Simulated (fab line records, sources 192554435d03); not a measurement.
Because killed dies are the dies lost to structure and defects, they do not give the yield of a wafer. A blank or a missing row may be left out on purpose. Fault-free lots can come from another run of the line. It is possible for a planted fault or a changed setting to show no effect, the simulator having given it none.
Chamber matching -- flow n5_finfet -- N5_BEOL_M12_DEP_53 on pecvd-01 has 3 sister chambers
The step deposits SiCN from 3MS/NH3, target thk 30 nm, time 10.5 s. 6 wafers are shown with their chamber, then 10 later ones without.

WAFERS PAIRED WITH THEIR CHAMBERS
wafer,chamber,throttle_valve_pct (%),showerhead_plenum_p_Torr (Torr)
L076.4,1,18.6,4.143
L087.1,2,17.4,4.183
L087.2,0,18.8,4.129
L087.5,2,17.1,4.178
L092.3,1,18.4,4.137
L092.4,0,19.1,4.139

WAFERS MISSING THEIR CHAMBER
wafer,throttle_valve_pct (%),showerhead_plenum_p_Torr (Torr)
L092.5,17.2,4.175
L091.2,18.1,4.143
L091.4,18.7,4.146
L091.6,18.6,4.138
L093.1,18.6,4.148
L093.2,18.9,4.131
L093.6,18.9,4.132
L095.2,19.0,4.139
L095.3,18.5,4.140
L095.6,18.6,4.151

WHICH CHAMBER EACH WENT THROUGH
wafer,from the rows above,in truth
L092.5,2,2
L091.2,1,1
L091.4,can't be placed: 1 or 0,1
L091.6,can't be placed: 1 or 0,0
L093.1,can't be placed: 1 or 0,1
L093.2,0,0
L093.6,0,0
L095.2,can't be placed: 0 or 1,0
L095.3,1,1
L095.6,can't be placed: 1 or 0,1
Correctly placed: 5 of 10. Cannot be placed on the basis of these rows: 5; the candidates contain the true chamber in 5. Number placed wrongly: 0.
How it was worked out, from the rows above alone: a wafer's distance from a chamber is the root of the sum, over the readings, of the square of ((its reading less the chamber's mean) divided by the reading's scatter). If the next closest chamber is less than 2 further off than the closest, the wafer can't be placed; otherwise it belongs to the closest. A chamber's mean is the mean of its shown wafers. The scatter: the root of (the sum of the squares of (reading less its chamber's mean) over the shown wafers, divided by (wafers less chambers)).
